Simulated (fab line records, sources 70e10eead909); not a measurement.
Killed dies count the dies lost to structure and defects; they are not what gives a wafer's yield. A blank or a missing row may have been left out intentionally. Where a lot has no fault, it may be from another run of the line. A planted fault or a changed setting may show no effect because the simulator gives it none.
Chamber matching ; flow nand-harc ; 4 sister chambers for NHARC_P_GATE_STRIP_101 on rie-diel-02
The step strips in O2, time 20 s. 14 wafers are shown with their chamber, then 7 later ones without.

WAFERS PAIRED WITH THEIR CHAMBERS
wafer;chamber;showerhead-plenum-p-Torr (Torr);drypump-motor-current-A (A);oes-product-au (a.u.)
L702.2;2;3.61;6.2;0.976
L702.3;3;3.33;5.8;1.035
L702.4;1;3.39;5.5;0.998
L703.3;2;3.61;6.2;0.993
L703.5;0;3.33;5.1;1.010
L703.6;3;3.33;5.9;1.016
L712.1;2;3.61;6.2;0.991
L712.4;3;3.33;5.8;1.018
L712.5;1;3.39;5.5;1.004
L715.2;0;3.32;5.1;0.993
L715.4;1;3.39;5.5;0.996
L715.5;3;3.33;5.9;1.007
L716.4;3;3.33;5.8;1.016
L716.5;2;3.61;6.2;0.996

SIGNATURES (averages over the wafers above)
reading;chamber 0;chamber 1;chamber 2;chamber 3;scatter within a chamber
showerhead-plenum-p-Torr;3.3250;3.3900;3.6100;3.3300;0.00224
drypump-motor-current-A;5.100;5.500;6.200;5.840;0.0346
oes-product-au;1.00150;0.99933;0.98900;1.01840;0.00913
Rule: for each reading, subtract the chamber's mean from the wafer's reading, divide by that reading's scatter and square the result; add these up over the readings and take the root, which gives the wafer's distance from the chamber. If the next closest chamber is less than 2 further off than the closest, the wafer can't be placed; otherwise it belongs to the closest. The scatter is the square root of a quotient: the sum, over the shown wafers, of each reading's squared deviation from its chamber's mean, divided by wafers minus chambers.

WAFERS WHOSE CHAMBER IS MISSING
wafer;showerhead-plenum-p-Torr (Torr);drypump-motor-current-A (A);oes-product-au (a.u.)
L716.6;3.33;5.8;1.021
L718.1;3.39;5.5;1.000
L718.3;3.61;6.2;1.000
L718.6;3.61;6.2;0.988
L720.2;3.32;5.1;1.008
L720.3;3.61;6.2;0.997
L720.5;3.33;5.9;1.028

THE CHAMBER EACH PASSED THROUGH
wafer;from the rows above;in truth
L716.6;3;3
L718.1;1;1
L718.3;2;2
L718.6;2;2
L720.2;0;0
L720.3;2;2
L720.5;3;3
7 of 7 placed correctly. Not placeable from these rows: 0. Placed wrongly: 0.
